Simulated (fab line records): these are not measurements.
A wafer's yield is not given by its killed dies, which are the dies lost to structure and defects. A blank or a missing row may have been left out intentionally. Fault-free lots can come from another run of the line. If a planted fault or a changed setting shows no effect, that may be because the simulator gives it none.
Split-lot study -- flow n5 finfet -- on a route of 1938 steps: 7 lots, 21 wafers read

== THE SPLIT ==
At N5_BEOL_M12_SPUTTER_44 (material Ta, target thk 10 nm, time 16.13 s), the setting time s was moved away from the recipe's 16.13 s on 2 of the 21 wafers read, by +4.5% to +14.8%. This setting was run at the recipe's value on the other wafers.

Reading taken at the split's own step.

== THE READING ==
Ta_of_BEOL_M12_SPUTTER_44.thk nm (the simulator's own value, which no gauge read), in nm, at N5_BEOL_M12_SPUTTER_44 (material Ta, target thk 10 nm, time 16.13 s). The file does not state a usual value for it. The 19 wafers here that ran the recipe average 10.0 nm, standard deviation 0.17 nm.

wafer,"tool, chamber at the split","time s as run, s",against the recipe,"Ta_of_BEOL_M12_SPUTTER_44.thk nm, nm",against lot-mates on the recipe
L074.2,"pvd sputter-03, -",16.13,recipe,10,-
L074.4,"pvd sputter-03, -",16.13,recipe,10,-
L074.3,"pvd sputter-03, -",18.52,+14.8%,11.6,+1.6
L075.4,"pvd sputter-02, -",16.13,recipe,10,-
L075.5,"pvd sputter-02, -",16.13,recipe,10,-
L075.6,"pvd sputter-02, -",16.13,recipe,10,-
L078.1,"pvd sputter-02, -",16.13,recipe,9.6,-
L078.2,"pvd sputter-02, -",16.13,recipe,9.8,-
L078.5,"pvd sputter-02, -",16.13,recipe,9.8,-
L080.2,"pvd sputter-01, -",16.13,recipe,10.2,-
L080.5,"pvd sputter-01, -",16.13,recipe,10.4,-
L080.6,"pvd sputter-01, -",16.13,recipe,10,-
L086.2,"pvd sputter-01, -",16.13,recipe,10.2,-
L086.3,"pvd sputter-01, -",16.13,recipe,10,-
L086.5,"pvd sputter-01, -",16.13,recipe,10,-
L092.1,"pvd sputter-03, -",16.13,recipe,10.2,-
L092.5,"pvd sputter-03, -",16.13,recipe,10,-
L092.6,"pvd sputter-03, -",16.86,+4.5%,10.6,+0.5
L093.1,"pvd sputter-02, -",16.13,recipe,10,-
L093.2,"pvd sputter-02, -",16.13,recipe,10,-
L093.6,"pvd sputter-02, -",16.13,recipe,10.2,-

THE FIT
A straight line over all 21 wafers: Ta_of_BEOL_M12_SPUTTER_44.thk nm changes by +0.108 nm for each +1% of time s; r = +0.91; the points scatter about the line by 0.17 nm.
The same after taking each lot's own level away (the mean of its wafers on the recipe; 21 wafers): +0.108 nm for each +1%; r = +0.97; scatter 0.097 nm.
On that fit, the largest move of time s shifts the reading by 1.6 nm.
Across the lots, their own levels run from 9.73 to 10.20 nm, a range of 2.7 times the standard deviation given above.
Hence the lot-to-lot level has little effect on the slope; both slopes agree.
Check: +1.64 nm against its lot-mates is what the line predicts for one of the wafers moved furthest among these (+14.8%) when that wafer is left out of the fit. Against them it came out at +1.6 nm.

== THESE WAFERS: OTHER SPLITS ==
Note: prior to the reading, these wafers also went through further splits. Each is held against what the fit with the lots' levels taken away leaves over:
other split on the same wafers,wafers away from the commonest value,r with Ta_of_BEOL_M12_SPUTTER_44.thk nm (lot level and that fit taken away)
N5_BEOL_M10_COAT_05 spin rpm,8,-0.20
N5_BEOL_M10_EXPOSE_08 dose mj,6,-0.31
N5_BEOL_M11_COAT_05 spin rpm,5,+0.20
N5_BEOL_M11_ETCH_62 bias w,5,-0.28
N5_BEOL_M12_PEB_08 peb temp c,7,+0.14

== FILE'S OWN FIT ==
Ta_of_BEOL_M12_SPUTTER_44.thk nm changes by +0.108 nm for each +1% of time s, r = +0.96.
